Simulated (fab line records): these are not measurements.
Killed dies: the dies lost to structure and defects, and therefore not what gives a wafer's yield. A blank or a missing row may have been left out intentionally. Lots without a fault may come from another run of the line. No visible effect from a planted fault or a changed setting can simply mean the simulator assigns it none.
Which of the tools did it? | flow nand harc | Sampling: 12 lots, 36 wafers, 4 of 1159 route steps

## WHAT THE GAUGES SHOWED, per wafer
NHARC_P_M2_CD_MEAS_09: target cd 170 nm.
lot  | measured     | on        | cd nm (nm)
L075 | day 6 18:12  | cd sem-02 | 169.3 168.7 169.4
L076 | day 7 04:49  | cd sem-03 | 168.9 168.5 168.6
L081 | day 7 12:17  | cd sem-02 | 169.5 169.4 170.3
L080 | day 7 17:09  | cd sem-03 | 170.0 170.2 170.0
L083 | day 8 13:16  | cd sem-03 | 169.6 169.4 168.7
L085 | day 8 21:35  | cd sem-03 | 170.0 169.5 170.6
L087 | day 9 13:05  | cd sem-01 | 170.0 170.7 171.5
L089 | day 9 21:55  | cd sem-02 | 169.4 169.4 169.8
L091 | day 10 05:43 | cd sem-03 | 170.4 170.9 170.5
L093 | day 10 20:04 | cd sem-02 | 171.4 170.9 171.4
L095 | day 11 12:28 | cd sem-02 | 169.7 169.1 168.9
L097 | day 12 01:48 | cd sem-02 | 169.4 169.8 170.1

## TOOL THAT RAN EACH LOT (tool first, then ch and the chambers of the sampled wafers, then the start)
lot  | NHARC_P_M1_DEGAS_29          | NHARC_P_M1_PVD_21                       | NHARC_P_M1_PRE_CLEAN_32
L075 | pvd sputter-01, day 6 15:18  | pvd sputter-01, day 6 16:55 or earlier  | pecvd-04 ch 0,2, day 6 16:55
L076 | pvd sputter-03, day 7 01:52  | pvd sputter-03, day 7 03:30 or earlier  | pecvd-04 ch 0,1,2, day 7 03:30
L081 | pvd sputter-03, day 7 08:47  | pvd sputter-03, day 7 10:55 or earlier  | pecvd-03 ch 1,2, day 7 10:55
L080 | pvd sputter-02, day 7 14:00  | pvd sputter-02, day 7 15:45 or earlier  | pecvd-04 ch 0,2, day 7 15:45
L083 | pvd sputter-01, day 8 10:16  | pvd sputter-01, day 8 11:58 or earlier  | pecvd-02 ch 0,1,2, day 8 11:58
L085 | pvd sputter-01, day 8 18:08  | pvd sputter-01, day 8 20:23 or earlier  | pecvd-02 ch 1,2, day 8 20:23
L087 | pvd sputter-01, day 9 09:50  | pvd sputter-01, day 9 11:29 or earlier  | pecvd-02 ch 0,1,2, day 9 11:29
L089 | pvd sputter-03, day 9 18:57  | pvd sputter-03, day 9 20:38 or earlier  | pecvd-04 ch 0,1,2, day 9 20:38
L091 | pvd sputter-01, day 10 02:52 | pvd sputter-01, day 10 04:31 or earlier | pecvd-02 ch 1,2, day 10 04:31
L093 | pvd sputter-01, day 10 16:58 | pvd sputter-01, day 10 18:44 or earlier | pecvd-02 ch 1,2, day 10 18:44
L095 | pvd sputter-01, day 11 09:32 | pvd sputter-01, day 11 11:10 or earlier | pecvd-03 ch 1,2, day 11 11:10
L097 | pvd sputter-01, day 11 22:43 | pvd sputter-01, day 12 00:20 or earlier | pecvd-04 ch 0,1, day 12 00:20
- NHARC_P_M1_DEGAS_29: time 60 s.
- NHARC_P_M1_PVD_21: deposits Cu, target thk 30 nm, time 20.49 s.
- NHARC_P_M1_PRE_CLEAN_32: time 12 s.

## THE ANSWER, worked out from the rows above alone
Rule: the lots themselves supply what counts as usual. Put in order of their means at a reading, lots are off if they are a third of the lots or fewer, leave a main group of 4 or more, and stand apart from it by a gap of 3 or more times the standard deviation of the main group's means; of several such gaps the widest counts. Not used: any main group whose means are identical at the precision the tables above print for the reading. A lot without any number at a reading at which 4 lots or more have one is off too. All remaining lots with rows at the step are treated as sound.
Nothing can be told from this: no lot is off at any reading shown.

## WHAT THE SIMULATOR HAD PUT IN
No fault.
